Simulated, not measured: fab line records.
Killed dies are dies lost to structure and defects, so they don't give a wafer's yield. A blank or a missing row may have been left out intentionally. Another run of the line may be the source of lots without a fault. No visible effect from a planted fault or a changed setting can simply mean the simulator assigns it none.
Which tool did it? :: flow n5 finfet :: 10 lots with 27 wafers sampled at 7 steps, on a route of 1938 steps

WHAT THE GAUGES SHOWED, per wafer
N5_BEOL_M4_RC_MEAS_101. Usual: DIBL_N 36.2 mV/V, standard deviation 1.7; DIBL_P 36.6 mV/V, standard deviation 1.9; IOFF_N 0.16 nA/um, standard deviation 0.032; IOFF_P 0.21 nA/um, standard deviation 0.037; ION_N 675 uA/um, standard deviation 12; ION_P 460 uA/um, standard deviation 8.1; SS_N 71.4 mV/dec, standard deviation 0.58; SS_P 73.4 mV/dec, standard deviation 0.64; VT_N 249 mV, standard deviation 3.2; VT_P -252 mV, standard deviation 3.4.
lot: L427
measured: day 7 22:44
on: prober-02
DIBL_N (mV/V): 39.2 36.3
DIBL_P (mV/V): 38.4 35.2
IOFF_N (nA/um): 0.20 0.15
IOFF_P (nA/um): 0.22 0.18
ION_N (uA/um): 673 674
ION_P (uA/um): 452 459
SS_N (mV/dec): 72.1 70.1
SS_P (mV/dec): 73.8 73.3
VT_N (mV): 246 248
VT_P (mV): -252 -252
flag: 

lot: L428
measured: day 8 01:22
on: prober-02
DIBL_N (mV/V): 36.7 36.4 33.9
DIBL_P (mV/V): 37.2 37.7 34.4
IOFF_N (nA/um): 0.17 0.16 0.13
IOFF_P (nA/um): 0.23 0.23 0.18
ION_N (uA/um): 665 687 668
ION_P (uA/um): 465 468 465
SS_N (mV/dec): 71.8 72.2 71.1
SS_P (mV/dec): 73.2 73.8 72.9
VT_N (mV): 250 250 252
VT_P (mV): -248 -247 -250
flag: 

lot: L430
measured: day 8 15:17
on: prober-02
DIBL_N (mV/V): 38.1 34.9 36.7
DIBL_P (mV/V): 38.5 35.8 37.3
IOFF_N (nA/um): 0.19 0.14 0.17
IOFF_P (nA/um): 0.23 0.19 0.21
ION_N (uA/um): 682 657 676
ION_P (uA/um): 462 450 462
SS_N (mV/dec): 72.5 71.9 71.4
SS_P (mV/dec): 73.5 72.8 73.5
VT_N (mV): 248 253 250
VT_P (mV): -250 -253 -253
flag: 

lot: L432
measured: day 9 02:31
on: prober-02
DIBL_N (mV/V): 37.4 34.8 35.5
DIBL_P (mV/V): 38.4 34.5 35.5
IOFF_N (nA/um): 0.18 0.13 0.15
IOFF_P (nA/um): 0.23 0.16 0.18
ION_N (uA/um): 679 674 671
ION_P (uA/um): 467 461 458
SS_N (mV/dec): 71.6 70.8 70.8
SS_P (mV/dec): 74.6 73.0 73.6
VT_N (mV): 249 251 251
VT_P (mV): -246 -251 -253
flag: 

lot: L434
measured: day 9 11:34
on: prober-02
DIBL_N (mV/V): 36.8 35.1 36.4
DIBL_P (mV/V): 38.0 37.1 37.7
IOFF_N (nA/um): 0.17 0.14 0.16
IOFF_P (nA/um): 0.21 0.18 0.20
ION_N (uA/um): 669 669 672
ION_P (uA/um): 454 451 450
SS_N (mV/dec): 72.3 71.1 71.1
SS_P (mV/dec): 73.7 72.7 73.2
VT_N (mV): 248 251 246
VT_P (mV): -254 -251 -253
flag: 

lot: L437
measured: day 10 11:10
on: prober-02
DIBL_N (mV/V): 37.4 36.9
DIBL_P (mV/V): 38.8 38.4
IOFF_N (nA/um): 0.18 0.16
IOFF_P (nA/um): 0.23 0.21
ION_N (uA/um): 693 674
ION_P (uA/um): 465 462
SS_N (mV/dec): 71.7 71.3
SS_P (mV/dec): 73.9 73.7
VT_N (mV): 247 251
VT_P (mV): -253 -251
flag: 

lot: L440
measured: day 11 05:26
on: prober-02
DIBL_N (mV/V): 33.7 36.9
DIBL_P (mV/V): 33.3 37.8
IOFF_N (nA/um): 0.12 0.18
IOFF_P (nA/um): 0.15 0.22
ION_N (uA/um): 665 673
ION_P (uA/um): 450 460
SS_N (mV/dec): 71.1 71.8
SS_P (mV/dec): 72.2 73.6
VT_N (mV): 252 248
VT_P (mV): -254 -251
flag: 

lot: L444
measured: day 12 00:05
on: prober-02
DIBL_N (mV/V): 37.1 35.6 34.8
DIBL_P (mV/V): 37.9 35.9 34.4
IOFF_N (nA/um): 0.17 0.15 0.13
IOFF_P (nA/um): 0.21 0.17 0.16
ION_N (uA/um): 678 657 667
ION_P (uA/um): 463 450 454
SS_N (mV/dec): 71.4 71.7 71.3
SS_P (mV/dec): 73.3 73.1 72.4
VT_N (mV): 248 248 251
VT_P (mV): -251 -254 -255
flag: 

lot: L443
measured: day 12 01:31
on: prober-01
DIBL_N (mV/V): 35.6 37.8 35.9
DIBL_P (mV/V): 36.4 38.3 36.5
IOFF_N (nA/um): 0.15 0.20 0.15
IOFF_P (nA/um): 0.20 0.23 0.21
ION_N (uA/um): 665 670 678
ION_P (uA/um): 455 455 462
SS_N (mV/dec): 71.0 72.0 71.7
SS_P (mV/dec): 73.4 73.8 73.6
VT_N (mV): 251 246 251
VT_P (mV): -249 -251 -252
flag: 

lot: L450
measured: day 13 08:45
on: prober-02
DIBL_N (mV/V): 37.0 35.7 37.2
DIBL_P (mV/V): 35.9 34.2 37.3
IOFF_N (nA/um): 0.16 0.13 0.17
IOFF_P (nA/um): 0.21 0.19 0.23
ION_N (uA/um): 680 666 684
ION_P (uA/um): 465 460 469
SS_N (mV/dec): 71.2 69.8 71.0
SS_P (mV/dec): 72.9 72.2 73.9
VT_N (mV): 249 254 249
VT_P (mV): -253 -250 -247
flag: 

N5_BEOL_M6_CD_MEAS_28: target cd 40 nm. Usual: cd nm at 39.93 nm, with a standard deviation of 0.24.
lot: L427
measured: day 8 16:52
on: cd sem-03
cd nm (nm): 39.95 39.75
flag: 

lot: L428
measured: day 8 18:50
on: cd sem-01
cd nm (nm): 40.12 39.72 40.07
flag: 

lot: L430
measured: day 9 10:17
on: cd sem-01
cd nm (nm): 40.00 40.00 40.22
flag: 

lot: L432
measured: day 9 17:52
on: cd sem-02
cd nm (nm): 39.37 39.63 39.70
flag: 

lot: L434
measured: day 10 05:25
on: cd sem-03
cd nm (nm): 39.91 39.71 40.06
flag: 

lot: L437
measured: day 11 03:35
on: cd sem-03
cd nm (nm): 39.70 39.84
flag: 

lot: L440
measured: day 11 22:15
on: cd sem-02
cd nm (nm): 39.61 40.03
flag: 

lot: L444
measured: day 12 16:47
on: cd sem-01
cd nm (nm): 40.18 39.92 40.02
flag: 

lot: L443
measured: day 12 16:37
on: cd sem-01
cd nm (nm): 40.35 40.22 39.90
flag: 

lot: L450
measured: day 14 01:38
on: cd sem-03
cd nm (nm): 39.82 39.46 39.97
flag: 

N5_BEOL_M6_INSPECT_30: inspects for defects (brightfield). Usual: raw defect count at 461, with a standard deviation of 110.
lot: L427
measured: day 8 16:57
on: defect inspect-01
raw defect count: 760 655
flag: 

lot: L428
measured: day 8 18:56
on: defect inspect-01
raw defect count: 615 452 815
flag: 

lot: L430
measured: day 9 10:22
on: defect inspect-01
raw defect count: 584 487 491
flag: 

lot: L432
measured: day 9 17:56
on: defect inspect-01
raw defect count: 358 417 428
flag: 

lot: L434
measured: day 10 05:30
on: defect inspect-01
raw defect count: 480 662 437
flag: 

lot: L437
measured: day 11 03:40
on: defect inspect-01
raw defect count: 401 359
flag: 

lot: L440
measured: day 11 22:20
on: defect inspect-02
raw defect count: 637 499
flag: 

lot: L444
measured: day 12 16:52
on: defect inspect-01
raw defect count: 472 458 522
flag: 

lot: L443
measured: day 12 16:41
on: defect inspect-02
raw defect count: 406 397 426
flag: 

lot: L450
measured: day 14 01:43
on: defect inspect-01
raw defect count: 462 393 420
flag: 

N5_BEOL_M6_THK_MEAS_53: measures by xrf. Usual: for M6_THK the level is 78.6 nm and the standard deviation is 2.3.
lot: L427
measured: day 8 19:51
on: film metro-02
M6_THK (nm): 79.8 75.9
flag: 

lot: L428
measured: day 8 21:29
on: film metro-02
M6_THK (nm): 78.6 78.6 77.3
flag: 

lot: L430
measured: day 9 13:22
on: film metro-02
M6_THK (nm): 77.4 78.3 79.5
flag: 

lot: L432
measured: day 9 21:43
on: film metro-01
M6_THK (nm): 81.2 77.7 77.8
flag: 

lot: L434
measured: day 10 08:20
on: film metro-01
M6_THK (nm): 81.5 84.8 82.0
flag: 

lot: L437
measured: day 11 06:44
on: film metro-01
M6_THK (nm): 81.3 199.9
flag: OFF

lot: L440
measured: day 12 00:56
on: film metro-01
M6_THK (nm): 82.8 192.2
flag: OFF

lot: L444
measured: day 12 20:48
on: film metro-02
M6_THK (nm): 77.7 78.4 77.2
flag: 

lot: L443
measured: day 12 20:32
on: film metro-02
M6_THK (nm): 77.2 79.9 79.7
flag: 

lot: L450
measured: day 14 08:08
on: film metro-02
M6_THK (nm): 74.6 77.1 76.8
flag: 

N5_BEOL_M6_INSPECT_58: inspects for defects (darkfield). Usual: raw defect count at 77, with a standard deviation of 26.
lot: L427
measured: day 8 20:01
on: defect inspect-02
raw defect count: 99 140
flag: 

lot: L428
measured: day 8 21:39
on: defect inspect-02
raw defect count: 81 92 84
flag: 

lot: L430
measured: day 9 13:31
on: defect inspect-01
raw defect count: 118 86 77
flag: 

lot: L432
measured: day 9 21:52
on: defect inspect-02
raw defect count: 54 81 106
flag: 

lot: L434
measured: day 10 08:29
on: defect inspect-02
raw defect count: 47 58 75
flag: 

lot: L437
measured: day 11 06:54
on: defect inspect-01
raw defect count: 39 1322
flag: OFF

lot: L440
measured: day 12 01:05
on: defect inspect-01
raw defect count: 45 1357
flag: OFF

lot: L444
measured: day 12 20:58
on: defect inspect-01
raw defect count: 83 115 73
flag: 

lot: L443
measured: day 12 20:42
on: defect inspect-01
raw defect count: 84 75 71
flag: 

lot: L450
measured: day 14 08:20
on: defect inspect-02
raw defect count: 71 74 29
flag: 

WHAT TOOL EACH LOT RAN ON (gives the tool, then ch and the chambers of the sampled wafers, and finally the start)
lot: L427
N5_BEOL_M6_SURFACE_TREAT_79: pvd sputter-02, day 8 18:44
N5_BEOL_M6_CMP_52: cmp-02 ch 0,2, day 8 19:38

lot: L428
N5_BEOL_M6_SURFACE_TREAT_79: pvd sputter-01, day 8 20:28
N5_BEOL_M6_CMP_52: cmp-02 ch 0,1,2, day 8 21:14

lot: L430
N5_BEOL_M6_SURFACE_TREAT_79: pvd sputter-03, day 9 12:05
N5_BEOL_M6_CMP_52: cmp-01 ch 0,1,3, day 9 13:04

lot: L432
N5_BEOL_M6_SURFACE_TREAT_79: pvd sputter-03, day 9 20:02
N5_BEOL_M6_CMP_52: cmp-02 ch 0,1,3, day 9 21:27

lot: L434
N5_BEOL_M6_SURFACE_TREAT_79: pvd sputter-01, day 10 07:14
N5_BEOL_M6_CMP_52: cmp-04 ch 0,2,3, day 10 08:04

lot: L437
N5_BEOL_M6_SURFACE_TREAT_79: pvd sputter-02, day 11 05:32
N5_BEOL_M6_CMP_52: cmp-02 ch 1,3, day 11 06:31

lot: L440
N5_BEOL_M6_SURFACE_TREAT_79: pvd sputter-03, day 11 23:54
N5_BEOL_M6_CMP_52: cmp-02 ch 1,3, day 12 00:43

lot: L444
N5_BEOL_M6_SURFACE_TREAT_79: pvd sputter-01, day 12 19:10
N5_BEOL_M6_CMP_52: cmp-01 ch 0,2,3, day 12 20:35

lot: L443
N5_BEOL_M6_SURFACE_TREAT_79: pvd sputter-03, day 12 18:41
N5_BEOL_M6_CMP_52: cmp-04 ch 1,3, day 12 20:17

lot: L450
N5_BEOL_M6_SURFACE_TREAT_79: pvd sputter-03, day 14 03:56
N5_BEOL_M6_CMP_52: cmp-01 ch 1,3, day 14 07:53
- N5_BEOL_M6_SURFACE_TREAT_79
- N5_BEOL_M6_CMP_52: polishes, stops on SiCOH lowk, t overpolish 6.9 s, target thk 80 nm.

WHAT THE TOOLS THEMSELVES READ (means of the sampled wafers that have a number; where no wafer has one, the mark that the record gives instead)
N5_BEOL_M6_CMP_52. Usual: barrier field endpoint s 29.0 s, standard deviation 0.81; clearing platen down force psi 1.4999 psi, standard deviation 0.0029; edge zone pressure frac 0.999, standard deviation 0.0053; motor current A 6.3 A, standard deviation 0.64; overpolish run s 6.899 s, standard deviation 0.0095; platen rpm 50.00 rpm, standard deviation 0.038; time to endpoint s 62 s, standard deviation 3.8.
lot: L427
tool: cmp-02
barrier field endpoint s (s): 27.5
clearing platen down force psi (psi): 1.4982
edge zone pressure frac: 1.006
motor current A (A): 6.4
overpolish run s (s): 6.907
platen rpm (rpm): 50.02
time to endpoint s (s): 60
flag: 

lot: L428
tool: cmp-02
barrier field endpoint s (s): 28.3
clearing platen down force psi (psi): 1.4994
edge zone pressure frac: 0.997
motor current A (A): 6.3
overpolish run s (s): 6.906
platen rpm (rpm): 49.99
time to endpoint s (s): 58
flag: 

lot: L430
tool: cmp-01
barrier field endpoint s (s): 28.2
clearing platen down force psi (psi): 1.4990
edge zone pressure frac: 0.997
motor current A (A): 5.7
overpolish run s (s): 6.897
platen rpm (rpm): 50.05
time to endpoint s (s): 57
flag: 

lot: L432
tool: cmp-02
barrier field endpoint s (s): 28.2
clearing platen down force psi (psi): 1.5023
edge zone pressure frac: 0.996
motor current A (A): 6.7
overpolish run s (s): 6.903
platen rpm (rpm): 49.99
time to endpoint s (s): 60
flag: 

lot: L434
tool: cmp-04
barrier field endpoint s (s): 29.0
clearing platen down force psi (psi): 1.4950
edge zone pressure frac: 0.999
motor current A (A): 6.4
overpolish run s (s): 6.901
platen rpm (rpm): 50.02
time to endpoint s (s): 61
flag: 

lot: L437
tool: cmp-02
barrier field endpoint s (s): 38.9
clearing platen down force psi (psi): 1.4977
edge zone pressure frac: 0.996
motor current A (A): 6.3
overpolish run s (s): 3.471
platen rpm (rpm): 49.95
time to endpoint s (s): 74
flag: OFF

lot: L440
tool: cmp-02
barrier field endpoint s (s): 38.1
clearing platen down force psi (psi): 1.5009
edge zone pressure frac: 1.002
motor current A (A): 6.5
overpolish run s (s): 3.470
platen rpm (rpm): 49.98
time to endpoint s (s): 74
flag: OFF

lot: L444
tool: cmp-01
barrier field endpoint s (s): 28.7
clearing platen down force psi (psi): 1.4985
edge zone pressure frac: 1.000
motor current A (A): 6.0
overpolish run s (s): 6.896
platen rpm (rpm): 49.99
time to endpoint s (s): 61
flag: 

lot: L443
tool: cmp-04
barrier field endpoint s (s): 29.7
clearing platen down force psi (psi): 1.4974
edge zone pressure frac: 0.997
motor current A (A): 6.6
overpolish run s (s): 6.906
platen rpm (rpm): 49.99
time to endpoint s (s): 68
flag: 

lot: L450
tool: cmp-01
barrier field endpoint s (s): 28.1
clearing platen down force psi (psi): 1.4980
edge zone pressure frac: 0.999
motor current A (A): 5.6
overpolish run s (s): 6.891
platen rpm (rpm): 49.99
time to endpoint s (s): 58
flag: 

THE ANSWER, worked out from the rows above alone
Rule: a lot counts as off when the mean over its wafers that have a number is more than 3 standard deviations away from the usual mean. A lot without any number at a reading at which 4 lots or more have one is off too. Any other lot the step has rows for is counted as sound. First the gauges in route order, then the tools' own readings, where a lot's mean is used as printed above. At the first step where some lot is off, the reading lying furthest off is the one used; lots without a number count as furthest.
Off: L437, L440, at N5_BEOL_M6_THK_MEAS_53 (M6_THK).
If a tool, at a process step before that reading, ran all the lots that are off and no sound lot after the first of them, it fits. Not tried: the gauges at N5_BEOL_M6_THK_MEAS_53; whatever is off there is also off at N5_BEOL_M6_INSPECT_58, on other tools, and gauge error can't account for it. One candidate fits, namely cmp-02 at N5_BEOL_M6_CMP_52. A fault onset in the window from L432 (day 9 21:27, its last sound lot) to L437 (day 11 06:31, its first lot off) fits.
The tool's own readings at N5_BEOL_M6_CMP_52 bear it out: on the lots that are off they differ by more than 5 times the standard deviation of the sound lots' means. barrier field endpoint s reads 38.5 s there against 28.5 s on the sound lots; overpolish run s reads 3.471 s there against 6.901 s on the sound lots.

WHAT HAD BEEN PUT IN BY THE SIMULATOR
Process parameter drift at N5_BEOL_M6_CMP_52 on cmp-02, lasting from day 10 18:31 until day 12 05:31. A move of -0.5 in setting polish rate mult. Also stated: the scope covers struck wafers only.
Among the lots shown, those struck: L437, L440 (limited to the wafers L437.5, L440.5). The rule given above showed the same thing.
